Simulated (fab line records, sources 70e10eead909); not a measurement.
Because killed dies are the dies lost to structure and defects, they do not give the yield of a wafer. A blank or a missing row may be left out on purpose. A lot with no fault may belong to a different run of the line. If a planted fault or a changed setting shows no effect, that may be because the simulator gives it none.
Chamber matching || flow nand-harc || 3 sister chambers for NHARC_A_M0_DEP_00 on pecvd-02
The step deposits SiOC, target thk 150 nm. 6 wafers are shown with their chamber, then 7 later ones without.

WAFERS PAIRED WITH THEIR CHAMBERS
{"wafer": "L240.6", "chamber": 0, "rf-fwd-power-W (W)": 595.8, "showerhead-vpp-V (V)": 1525}
{"wafer": "L245.2", "chamber": 0, "rf-fwd-power-W (W)": 597.0, "showerhead-vpp-V (V)": 1509}
{"wafer": "L250.5", "chamber": 2, "rf-fwd-power-W (W)": 595.9, "showerhead-vpp-V (V)": 1515}
{"wafer": "L250.6", "chamber": 1, "rf-fwd-power-W (W)": 599.5, "showerhead-vpp-V (V)": 1519}
{"wafer": "L251.1", "chamber": 2, "rf-fwd-power-W (W)": 597.7, "showerhead-vpp-V (V)": 1508}
{"wafer": "L251.5", "chamber": 1, "rf-fwd-power-W (W)": 599.3, "showerhead-vpp-V (V)": 1518}

WAFERS WITH NO CHAMBER GIVEN
{"wafer": "L251.6", "rf-fwd-power-W (W)": 600.0, "showerhead-vpp-V (V)": 1522}
{"wafer": "L253.2", "rf-fwd-power-W (W)": 596.4, "showerhead-vpp-V (V)": 1530}
{"wafer": "L253.3", "rf-fwd-power-W (W)": 599.9, "showerhead-vpp-V (V)": 1508}
{"wafer": "L253.5", "rf-fwd-power-W (W)": 601.3, "showerhead-vpp-V (V)": 1533}
{"wafer": "L255.2", "rf-fwd-power-W (W)": 598.1, "showerhead-vpp-V (V)": 1555}
{"wafer": "L255.3", "rf-fwd-power-W (W)": 600.3, "showerhead-vpp-V (V)": 1536}
{"wafer": "L255.5", "rf-fwd-power-W (W)": 597.2, "showerhead-vpp-V (V)": 1533}

WHICH CHAMBER EACH WENT THROUGH
{"wafer": "L251.6", "from the rows above": 1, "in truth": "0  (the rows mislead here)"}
{"wafer": "L253.2", "from the rows above": "can't be placed: 0 or 2 or 1", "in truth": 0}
{"wafer": "L253.3", "from the rows above": "can't be placed: 1 or 2", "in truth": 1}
{"wafer": "L253.5", "from the rows above": 1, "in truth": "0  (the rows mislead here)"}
{"wafer": "L255.2", "from the rows above": "can't be placed: 1 or 0 or 2", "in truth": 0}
{"wafer": "L255.3", "from the rows above": 1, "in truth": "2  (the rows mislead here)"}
{"wafer": "L255.5", "from the rows above": "can't be placed: 0 or 2 or 1", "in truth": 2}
Placed correctly: 0 of 7. These rows do not allow placing 4 (true chamber among the candidates in 4). Number placed wrongly: 3.
How it was worked out, from the rows above alone: a wafer's distance from a chamber is the root of the sum, over the readings, of the square of ((its reading less the chamber's mean) divided by the reading's scatter). The wafer belongs to the nearest chamber; if the next one is less than 2 further off, it can't be placed. Each chamber's mean is taken over the wafers shown for it. The scatter: the root of (the sum of the squares of (reading less its chamber's mean) over the shown wafers, divided by (wafers less chambers)).
